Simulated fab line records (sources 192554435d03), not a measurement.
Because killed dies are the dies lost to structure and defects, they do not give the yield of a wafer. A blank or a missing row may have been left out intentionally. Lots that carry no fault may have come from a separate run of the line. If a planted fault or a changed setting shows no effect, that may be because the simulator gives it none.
A lot that was struck, set against a sound lot -- flow n5 finfet -- 14 out of 1938 route steps
Sound: the wafers L830.3, L830.4, L830.6. Wafers L838.1, L838.3, L838.6 were the ones struck. The cause is named last.
Each step with rows lists, per side, the tool, then ch with its chambers, then its first start. Under that, the readings that differ: sound wafers -- struck wafers -- difference of the means -- sigmas: that difference in standard deviations of wafers without a fault.
alike: readings with means less than 2 such deviations apart, plus words and numbers identical on both sides. not compared: withheld readings, readings lacking a value on some wafer, bounds such as >300 that could conceal the same value, and numbers that have no deviation in the record and whose values overlap.
A row with sigmas, a row that says differs or no value, or rows on one side alone: a step with any of these is where the two part. Numbers that have no deviation but don't overlap get no sigmas and don't part them. Lack of a reading on every wafer of one side parts them only where that side has two or more wafers.

N5_DUMMY_GATE_ETCH_23: etches poly-Si in HBr/Cl2/O2, target depth 41 nm, time 22.3 s.
  sound on rie si-03 ch 1,2, day 3 18:40; struck on rie si-04 ch 0,2,3, day 5 17:37
  alike: drypump motor current A, oes product au, throttle valve pct
  not compared: rf hours counter h
N5_DUMMY_GATE_ETCH_44: etches poly-Si in HBr/O2, stops on SiO2, target depth 127.5 nm.
  sound on rie si-03 ch 1,2, day 3 18:44; struck on rie si-04 ch 0,2,3, day 5 17:41
  alike: drypump motor current A, oes product au, throttle valve pct
  not compared: rf hours counter h
N5_DUMMY_GATE_CD_MEAS_24: target cd 15 nm.
  sound: cd sem-03 at day 3 18:51; struck: cd sem-03 at day 5 17:47
  alike: cd nm
then, 1 step without rows for these wafers: N5_DUMMY_GATE_ETCH_42 (etches SiO2 in CHF3/O2, target depth 3.5 nm, time 31 s).
N5_DUMMY_GATE_STRIP_48: strips in N2/H2, time 20 s.
  sound on rie diel-06 ch 1,3, day 3 18:56; struck on rie diel-01 ch 0,2, day 5 17:56
  alike: drypump motor current A, oes product au, rf vpp V, showerhead plenum p Torr, throttle valve pct
  not compared: rf hours counter h
then, 5 steps without rows for these wafers: N5_DUMMY_GATE_PRECLEAN_33 (cleans in dHF, time 10 s); N5_DUMMY_GATE_PRECLEAN_25 (cleans in O3/DIW, time 45 s); N5_DUMMY_GATE_PRECLEAN_51 (cleans in SC2, time 45 s); N5_DUMMY_GATE_SRD_26 (time 30 s); N5_DUMMY_GATE_UV_OZONE_45 (time 120 s).
N5_DUMMY_GATE_INSPECT_27: inspects for defects (brightfield).
  sound: defect inspect-02 at day 3 19:08; struck: defect inspect-01 at day 5 18:07
  alike: raw defect count
N5_SPACER0_ALD_07: deposits SiNx, target thk 2 nm.
  sound on ald sin-02 ch 0,2, day 3 19:28; struck on ald sin-04 ch 1,2,3, day 5 18:16
  alike: heater power w, susceptor temp C
N5_SPACER0_ALD_00: deposits SiOCN, target thk 3.5 nm, pulse time 3 s, purge time 2 s.
  sound on ald sin-02 ch 0,2, day 3 19:37; struck on ald sin-04 ch 1,2,3, day 5 19:17
  alike: heater power w, precursor pulse height rel, susceptor temp C
N5_SPACER0_ALD_08: deposits SiNx, target thk 2 nm.
  sound on ald sin-02 ch 0,2, day 3 19:53; struck on ald sin-04 ch 1,2,3, day 5 21:49
  alike: heater power w, susceptor temp C

WHERE THEY PART
Nowhere in this record.

WHY: whatever the simulator had introduced
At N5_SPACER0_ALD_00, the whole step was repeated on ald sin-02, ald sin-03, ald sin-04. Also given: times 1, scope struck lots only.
